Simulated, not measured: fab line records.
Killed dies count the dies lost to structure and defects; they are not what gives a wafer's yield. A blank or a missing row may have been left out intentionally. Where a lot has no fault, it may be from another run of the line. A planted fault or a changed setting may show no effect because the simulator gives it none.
What tool caused it? + flow nand harc + 39 wafers from 13 lots sampled at 5 of the route's 1302 steps

== WHAT THE GAUGES READ, wafer by wafer ==
NHARC_END_SORT_01.
| lot  | measured     | on        | killed at array | killed at other | killed at periphery | killed dies | killed open | killed short |
|------|--------------|-----------|-----------------|-----------------|---------------------|-------------|-------------|--------------|
| L829 | day 28 08:22 | prober-02 | 112 152 102     | 0 1 0           | 3 1 1               | 115 154 103 | 3 2 1       | 2 2 0        |
| L832 | day 29 12:04 | prober-01 | 122 150 173     | 0 1 0           | 3 1 0               | 125 152 173 | 3 0 0       | 4 6 4        |

== WHAT TOOL EACH LOT RAN ON (gives the tool, then ch and the chambers of the sampled wafers, and finally the start) ==
| lot  | NHARC_A_CONTACT_STRIP_101          | NHARC_A_CONTACT_STRIP_55                      | NHARC_A_CONTACT_DEP_58          | NHARC_A_CONTACT_ETCH_124             |
|------|------------------------------------|-----------------------------------------------|---------------------------------|--------------------------------------|
| L822 | rie diel-03 ch 0,1, day 22 05:28   | rie diel-03 ch 1,2, day 22 11:19 or earlier   | pecvd-03 ch 0,1, day 22 11:19   | har cap etch-02 ch 0,1, day 22 13:40 |
| L824 | rie diel-02 ch 1,2, day 22 05:44   | rie diel-02 ch 0,1,2, day 22 12:28 or earlier | pecvd-01 ch 0,1, day 22 12:28   | har cap etch-03 ch 0,1, day 22 14:47 |
| L823 | rie diel-09 ch 1,3, day 22 14:43   | rie diel-09 ch 0,1, day 22 18:43 or earlier   | pecvd-03 ch 1,2, day 22 18:43   | har cap etch-02 ch 0,1, day 22 21:09 |
| L826 | rie diel-09 ch 0,2,3, day 23 23:43 | rie diel-09 ch 0,1,3, day 24 06:59 or earlier | pecvd-02 ch 1,2, day 24 06:59   | har cap etch-02 ch 1, day 24 09:40   |
| L829 | rie diel-03 ch 0,1,3, day 24 21:31 | rie diel-03 ch 0,1,2, day 25 02:34 or earlier | pecvd-01 ch 0,1,2, day 25 02:34 | har cap etch-03 ch 0,1, day 25 08:53 |
| L832 | rie diel-03 ch 0,1,2, day 25 20:22 | rie diel-03 ch 1,2,3, day 26 02:34 or earlier | pecvd-02 ch 0,1,2, day 26 02:34 | har cap etch-02 ch 0,1, day 26 10:55 |
| L834 | rie diel-09 ch 1,2,3, day 26 09:19 | rie diel-09 ch 0,3, day 26 14:06 or earlier   | pecvd-01 ch 0,2, day 26 14:06   | har cap etch-01 ch 0,1, day 26 16:32 |
| L840 | rie diel-02 ch 0,1,2, day 29 13:05 | rie diel-02 ch 1,2,3, day 29 17:53 or earlier | pecvd-02 ch 0,1, day 29 17:53   | har cap etch-01 ch 0,1, day 29 20:19 |
| L839 | rie diel-03 ch 1,3, day 29 20:07   | rie diel-03 ch 0,3, day 30 00:08 or earlier   | pecvd-02 ch 0,1, day 30 00:08   | har cap etch-02 ch 0,1, day 30 02:49 |
| L841 | rie diel-09 ch 0,2, day 29 21:16   | rie diel-09 ch 0,1,2, day 30 03:49 or earlier | pecvd-01 ch 0,1,2, day 30 03:49 | har cap etch-03 ch 0,1, day 30 06:08 |
| L842 | rie diel-03 ch 0,1, day 30 06:41   | rie diel-03 ch 0,1, day 30 12:35 or earlier   | pecvd-01 ch 0,1,2, day 30 12:35 | har cap etch-02 ch 0,1, day 30 15:10 |
| L845 | rie diel-03 ch 1,2,3, day 30 20:41 | rie diel-03 ch 0,1, day 31 01:00 or earlier   | pecvd-03 ch 0,1,2, day 31 01:00 | har cap etch-03 ch 0,1, day 31 03:25 |
| L844 | rie diel-03 ch 0,2,3, day 30 23:03 | rie diel-03 ch 0,1,3, day 31 03:01 or earlier | pecvd-01 ch 0,1,2, day 31 03:01 | har cap etch-01 ch 0,1, day 31 05:38 |
- NHARC_A_CONTACT_STRIP_101: strips in O2/COS.
- NHARC_A_CONTACT_STRIP_55: strips in O2.
- NHARC_A_CONTACT_DEP_58: deposits SiON, target thk 90 nm.
- NHARC_A_CONTACT_ETCH_124: etches the open film in C4F8/O2/Ar, time 140 s, target depth 700 nm.

== WHAT THE TOOLS THEMSELVES READ (means of the sampled wafers that have a number; where no wafer has one, the mark that the record gives instead) ==
NHARC_A_CONTACT_STRIP_55.
| lot  | tool        | chamber pressure mTorr (mTorr) | drypump motor current A (A) | oes product au (a.u.) | rf vpp V (V) | showerhead plenum p Torr (Torr) | throttle valve pct (%) |
|------|-------------|--------------------------------|-----------------------------|-----------------------|--------------|---------------------------------|------------------------|
| L822 | rie diel-03 | 60.04                          | 5.1                         | 0.998                 | 58.2         | 3.47                            | 17.034                 |
| L824 | rie diel-02 | 60.04                          | 5.5                         | 1.005                 | 56.6         | 3.34                            | 17.037                 |
| L823 | rie diel-09 | 60.04                          | 5.5                         | 0.992                 | 58.2         | 3.56                            | 17.032                 |
| L826 | rie diel-09 | 60.03                          | 5.9                         | 1.002                 | 58.0         | 3.60                            | 17.039                 |
| L829 | rie diel-03 | 60.07                          | 5.4                         | 1.005                 | 58.1         | 3.37                            | 17.035                 |
| L832 | rie diel-03 | 60.03                          | 5.3                         | 0.997                 | 58.2         | 3.51                            | 17.030                 |
| L834 | rie diel-09 | 60.01                          | 6.2                         | 1.011                 | 57.9         | 3.58                            | 17.036                 |
| L840 | rie diel-02 | 59.99                          | 5.6                         | 0.992                 | 57.8         | 3.34                            | 17.037                 |
| L839 | rie diel-03 | 59.99                          | 5.6                         | 1.003                 | 57.9         | 3.43                            | 17.032                 |
| L841 | rie diel-09 | 59.98                          | 5.5                         | 1.007                 | 58.1         | 3.55                            | 17.039                 |
| L842 | rie diel-03 | 59.96                          | 5.5                         | 1.003                 | 57.4         | 3.37                            | 17.040                 |
| L845 | rie diel-03 | 60.02                          | 5.5                         | 0.996                 | 57.5         | 3.37                            | 17.026                 |
| L844 | rie diel-03 | 60.02                          | 5.4                         | 0.999                 | 57.1         | 3.51                            | 17.028                 |

NHARC_A_CONTACT_DEP_58.
| lot  | tool     | heater power w (W) |
|------|----------|--------------------|
| L822 | pecvd-03 | 680                |
| L824 | pecvd-01 | 767                |
| L823 | pecvd-03 | 707                |
| L826 | pecvd-02 | 678                |
| L829 | pecvd-01 | 760                |
| L832 | pecvd-02 | 712                |
| L834 | pecvd-01 | 708                |
| L840 | pecvd-02 | 695                |
| L839 | pecvd-02 | 723                |
| L841 | pecvd-01 | 825                |
| L842 | pecvd-01 | 794                |
| L845 | pecvd-03 | 719                |
| L844 | pecvd-01 | 761                |

NHARC_A_CONTACT_ETCH_124.
| lot  | tool            | chamber pressure mTorr (mTorr) |
|------|-----------------|--------------------------------|
| L822 | har cap etch-02 | 19.997                         |
| L824 | har cap etch-03 | 20.002                         |
| L823 | har cap etch-02 | 19.989                         |
| L826 | har cap etch-02 | 19.984                         |
| L829 | har cap etch-03 | 20.001                         |
| L832 | har cap etch-02 | 19.976                         |
| L834 | har cap etch-01 | 19.981                         |
| L840 | har cap etch-01 | 19.996                         |
| L839 | har cap etch-02 | 20.005                         |
| L841 | har cap etch-03 | 19.996                         |
| L842 | har cap etch-02 | 19.994                         |
| L845 | har cap etch-03 | 20.005                         |
| L844 | har cap etch-01 | 19.996                         |

== THE ANSWER, worked out from the rows above alone ==
Rule: what is usual is taken from the lots themselves. The widest of any qualifying gaps counts: lots, ordered by their means at a reading, are off when they make up no more than a third of the lots, leave a main group of 4 or more, and stand apart from it by 3 or more times the standard deviation of that group's means. A main group is skipped when, at the precision printed for the reading in the tables above, its means are all equal. A lot without any number at a reading at which 4 lots or more have one is off too. The other lots that the step has rows for count as sound. After the gauges, taken in route order, come the tools' own readings; for these a lot's mean is taken, as printed above. At the first step where some lot is off, the reading lying furthest off is the one used; lots without a number count as furthest.
Nothing can be told from this: no lot is off at any reading shown.

== WHAT THE SIMULATOR HAD PUT IN ==
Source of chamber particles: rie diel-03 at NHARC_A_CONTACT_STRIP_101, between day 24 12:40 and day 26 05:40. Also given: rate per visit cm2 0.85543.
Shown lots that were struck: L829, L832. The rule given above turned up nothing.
